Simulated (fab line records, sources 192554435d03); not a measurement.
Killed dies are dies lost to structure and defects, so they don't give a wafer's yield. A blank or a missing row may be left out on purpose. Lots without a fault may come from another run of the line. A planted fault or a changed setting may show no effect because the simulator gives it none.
A struck lot beside a sound one | flow n5_finfet | 15 steps out of a route of 1938
Sound: wafers L293.2, L293.4, L293.5. Struck: wafers L296.2, L296.3. (L296.5 of the same lot was not struck and is left out.) The cause comes at the end.
At each step with rows: each side's tool, then ch and its chambers, then its first start. Under that, the readings that differ: sound wafers | struck wafers | difference of the means | sigmas: that difference in standard deviations of wafers without a fault.
alike: readings whose means differ by less than 2 such deviations, and words and numbers that are the same on both sides. not compared: withheld readings, readings that some wafer has no value for, bounds like >300 that may hide the same value, and numbers for which the record gives no deviation and whose values overlap.
The two part at a step that has a row with sigmas, a row that says differs or no value, or rows on one side only. Numbers that don't overlap but have no deviation are shown without sigmas and don't part them. A reading that every wafer of one side lacks parts them only if that side has two wafers or more.

first, 8 steps without rows for these wafers: N5_BEOL_M10_COAT_59 (time 60 s, resist thk 100 nm); N5_BEOL_M10_COAT_60 (time 60 s, resist thk 30 nm); N5_BEOL_M10_COAT_05 (resist thk 90 nm); N5_BEOL_M10_EBR_07; N5_BEOL_M10_SOFTBAKE_06 (time 60 s); N5_BEOL_M10_EXPOSE_08 (exposes mask M10); N5_BEOL_M10_PEB_09 (peb time 60 s); N5_BEOL_M10_DEVELOP_10 (develop time 30 s).
N5_BEOL_M10_CD_MEAS_11: target cd 64.1 nm.
  sound on cd_sem-03 ch 0, day 12 14:52; struck on cd_sem-03 ch 0, day 12 21:01
  alike: cd_nm
N5_BEOL_M10_OVL_MEAS_12:
  sound on overlay-02 ch 0, day 12 14:54; struck on overlay-02 ch 0, day 12 21:03
  alike: M10_OVL
N5_BEOL_M10_INSPECT_13: inspects for defects (brightfield).
  sound on defect_inspect-02, day 12 14:55; struck on defect_inspect-01, day 12 21:04
  alike: raw_defect_count
N5_BEOL_M10_DESCUM_16: chemistry O2, time 7.9 s.
  sound on rie_diel-04 ch 0,2,3, day 12 14:57; struck on rie_diel-03 ch 0,3, day 12 21:07
  alike: drypump_motor_current_A, oes_product_au, rf_vpp_V, showerhead_plenum_p_Torr, throttle_valve_pct
  not compared: rf_hours_counter_h
N5_BEOL_M10_ETCH_61: etches SiARC in CF4, target depth 39 nm, time 65 s.
  sound on rie_diel-04 ch 0,2,3, day 12 14:59; struck on rie_diel-03 ch 0,3, day 12 21:08
  reading               | sound          | struck    | difference | sigmas
  etch_rf_on_time_s (s) | 67.7 65.2 65.4 | 79.6 80.2 | +13.8      | +11
  alike: cf4_flow_sccm, drypump_motor_current_A, oes_product_au, rf_vpp_V, showerhead_plenum_p_Torr, throttle_valve_pct
  not compared: rf_hours_counter_h
N5_BEOL_M10_ETCH_62: etches SOC in N2/H2, target depth 110 nm, overetch 22 nm, time 165 s.
  sound on rie_diel-04 ch 0,2,3, day 12 15:02; struck on rie_diel-03 ch 0,3, day 12 21:11
  alike: drypump_motor_current_A, oes_product_au, rf_vpp_V, showerhead_plenum_p_Torr, throttle_valve_pct
  not compared: rf_hours_counter_h
-- the record jumps here: 2 days lie between the struck wafers' starts before and after (it left off in module BEOL_M10 and takes up again in module PASSIVATION, whose first step shown is number 1936 of the route) --
N5_PASSIVATION_PROBE_49:
  the record has rows for the struck wafers here (prober-02, day 15 07:53) and none for the sound ones

WHERE THEY PART
First at N5_BEOL_M10_ETCH_61; last, within this record, at N5_PASSIVATION_PROBE_49.

WHY: what the simulator had put in
Process parameter drift: rie_diel-03, from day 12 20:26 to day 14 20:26, at N5_BEOL_M10_ETCH_61. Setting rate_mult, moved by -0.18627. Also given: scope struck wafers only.
